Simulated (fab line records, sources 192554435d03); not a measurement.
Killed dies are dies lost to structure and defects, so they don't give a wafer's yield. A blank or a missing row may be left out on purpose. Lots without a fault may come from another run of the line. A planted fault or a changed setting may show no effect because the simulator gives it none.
Chamber matching | flow n5_finfet | N5_HKMG_FIN_ALD_21 on ald_metal-04: 3 sister chambers
The step deposits TiN, target thk 1.5 nm, pulse time 1 s, purge time 3 s. 14 wafers are shown with their chamber, then 4 later ones without.

WAFERS WITH THEIR CHAMBER
wafer  | chamber | heater_power_w (W) | precursor_pulse_height_rel | chamber_pressure_Torr (Torr)
L074.1 | 1       | 879                | 0.970                      | 2.991
L074.3 | 2       | 998                | 0.991                      | 2.993
L074.5 | 1       | 846                | 0.992                      | 2.997
L075.3 | 1       | 876                | 1.013                      | 3.004
L075.4 | 2       | 987                | 0.980                      | 2.996
L075.6 | 0       | 888                | 0.996                      | 3.005
L081.2 | 1       | 860                | 1.022                      | 3.005
L081.4 | 0       | 878                | 0.999                      | 3.002
L081.5 | 0       | 872                | 1.024                      | 3.010
L085.3 | 2       | 992                | 1.024                      | 3.002
L085.5 | 2       | 985                | 1.019                      | 3.003
L085.6 | 1       | 877                | 0.979                      | 2.996
L093.3 | 0       | 879                | 0.984                      | 2.990
L093.4 | 1       | 893                | 0.977                      | 3.007

SIGNATURES (means of the wafers above)
reading                    | chamber 0 | chamber 1 | chamber 2 | scatter within a chamber
heater_power_w             | 879.25    | 871.83    | 990.50    | 12
precursor_pulse_height_rel | 1.00075   | 0.99217   | 1.00350   | 0.0201
chamber_pressure_Torr      | 3.00175   | 3.00000   | 2.99850   | 0.00662
Rule: a wafer's distance from a chamber is the root of the sum, over the readings, of the square of ((its reading less the chamber's mean) divided by the reading's scatter). The wafer belongs to the nearest chamber; if the next one is less than 2 further off, it can't be placed. The scatter: the root of (the sum of the squares of (reading less its chamber's mean) over the shown wafers, divided by (wafers less chambers)).

WAFERS WITHOUT THEIR CHAMBER
wafer  | heater_power_w (W) | precursor_pulse_height_rel | chamber_pressure_Torr (Torr)
L095.1 | 871                | 1.021                      | 2.994
L095.6 | 988                | 1.012                      | 3.000
L096.1 | 1018               | 1.007                      | 3.000
L096.2 | 891                | 1.023                      | 2.986

WHICH CHAMBER EACH WENT THROUGH
wafer  | from the rows above     | in truth
L095.1 | can't be placed: 0 or 1 | 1
L095.6 | 2                       | 2
L096.1 | 2                       | 2
L096.2 | can't be placed: 0 or 1 | 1
Placed correctly: 2 of 4. Can't be placed from these rows: 2 (the true chamber is among the candidates in 2). Placed wrongly: 0.
